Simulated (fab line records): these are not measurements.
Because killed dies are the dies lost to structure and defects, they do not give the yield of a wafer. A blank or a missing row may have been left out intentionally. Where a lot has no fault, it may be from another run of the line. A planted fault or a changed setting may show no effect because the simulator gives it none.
A lot that was struck, set against a sound lot / flow n5 finfet / 17 steps out of a route of 1938
Sound: wafers L995.2, L995.4, L995.6. Struck: wafer L103.6. (L103.4 of the same lot was not struck and is left out.) The cause comes at the end.
For every step that has rows: the tool of each side, followed by ch and its chambers, followed by its first start. Under that, the readings that differ: sound wafers / struck wafers / difference of the means / sigmas: that difference in standard deviations of wafers without a fault.
alike: readings whose means differ by less than 2 such deviations, and words and numbers that are the same on both sides. not compared: withheld readings, readings that some wafer has no value for, bounds like >300 that may hide the same value, and numbers for which the record gives no deviation and whose values overlap.
A row with sigmas, a row that says differs or no value, or rows on one side alone: a step with any of these is where the two part. Numbers that have no deviation but don't overlap get no sigmas and don't part them. A reading missing from all wafers of one side parts the sides only when that side holds two or more wafers.

N5_MIM_TOP_LITHO_CD_MEAS_08 targets a cd of 2000 nm.
  sound on cd sem-01 ch 0, day 14 15:40; struck on cd sem-01 ch 0, day 16 11:36
  alike: cd nm
N5_MIM_TOP_LITHO_OVL_MEAS_11:
  sound on overlay-02 ch 0, day 14 15:42; struck on overlay-02 ch 0, day 16 11:38
  alike: MIM_TOP_OVL
N5_MIM_TOP_LITHO_INSPECT_12: inspects for defects (macro).
  sound on defect inspect-02 at day 14 15:43; struck on defect inspect-01 at day 16 11:39
  alike: raw defect count
N5_MIM_TOP_LITHO_DESCUM_10: chemistry O2, time 7.9 s.
  sound on rie diel-03 ch 1,2, day 14 15:50; struck on rie diel-03 ch 0, day 16 11:53
  alike: chamber pressure mTorr, drypump motor current A, oes product au, rf fwd power W, rf vpp V, showerhead plenum p Torr, throttle valve pct
  not compared: rf hours counter h
N5_MIM_TOP_ETCH_ETCH_00: etches TiN in Cl2/BCl3, target depth 38.5 nm.
  sound on rie metal-03 ch 0,1, day 14 15:55; struck on rie metal-02 ch 1, day 16 11:59
  alike: chamber pressure mTorr, drypump motor current A, mfc cl2 sccm, oes product au, rf fwd power W, throttle valve pct
  not compared: rf hours counter h
N5_MIM_TOP_ETCH_STRIP_01: strips in O2.
  sound on rie diel-06 ch 1,2, day 14 16:04; struck on rie diel-05 ch 0, day 16 12:11
reading=throttle valve pct (%); sound=16.85 16.70 16.81; struck=16.35; difference=-0.44; sigmas=-2
  alike: chamber pressure mTorr, drypump motor current A, oes product au, rf vpp V, showerhead plenum p Torr
  not compared: rf hours counter h
N5_MIM_TOP_ETCH_PECVD_03: deposits SiNx from SiH4/NH3/N2, target thk 20 nm, time 17.6 s.
  sound on pecvd-02 ch 0,1, day 14 16:07; struck on pecvd-01 ch 2, day 16 12:15
reading=showerhead plenum p Torr (Torr); sound=4.99 5.00 5.20; struck=5.20; difference=+0.14; sigmas=+2
  alike: heater power w, rf fwd power W, throttle valve pct
then, 5 steps without rows for these wafers: N5_MIM_BOT_LITHO_HMDS_01 (time 60 s); N5_MIM_BOT_LITHO_COAT_02; N5_MIM_BOT_LITHO_EBR_04; N5_MIM_BOT_LITHO_SOFTBAKE_03 (time 90 s); N5_MIM_BOT_LITHO_EXPOSE_05 (exposes mask MIM BOT).
N5_MIM_BOT_LITHO_PEB_06:
  sound on litho track-02 ch 0, day 14 16:30; struck on litho track-02 ch 0, day 16 12:35
then, 2 steps without rows for these wafers: N5_MIM_BOT_LITHO_DEVELOP_07 (develop time 60 s); N5_MIM_BOT_LITHO_HARDBAKE_09 (time 120 s).
N5_MIM_BOT_LITHO_CD_MEAS_08 targets a cd of 3000 nm.
  sound on cd sem-03 ch 0, day 14 16:37; struck on cd sem-02 ch 0, day 16 12:43
reading=cd nm (nm); sound=3001.9 3001.3 3001.3; struck=3007.6; difference=+6.1; sigmas=+4
N5_MIM_BOT_LITHO_OVL_MEAS_11:
  sound on overlay-01 ch 0, day 14 16:39; struck on overlay-01 ch 0, day 16 12:44
reading=MIM_BOT_OVL (nm); sound=8 8 7; struck=-3; difference=-11; sigmas=-2

## WHERE THEY PART
Earliest at N5_MIM_TOP_ETCH_STRIP_01; latest, in this record, at N5_MIM_BOT_LITHO_OVL_MEAS_11.

WHY: what had been put in by the simulator
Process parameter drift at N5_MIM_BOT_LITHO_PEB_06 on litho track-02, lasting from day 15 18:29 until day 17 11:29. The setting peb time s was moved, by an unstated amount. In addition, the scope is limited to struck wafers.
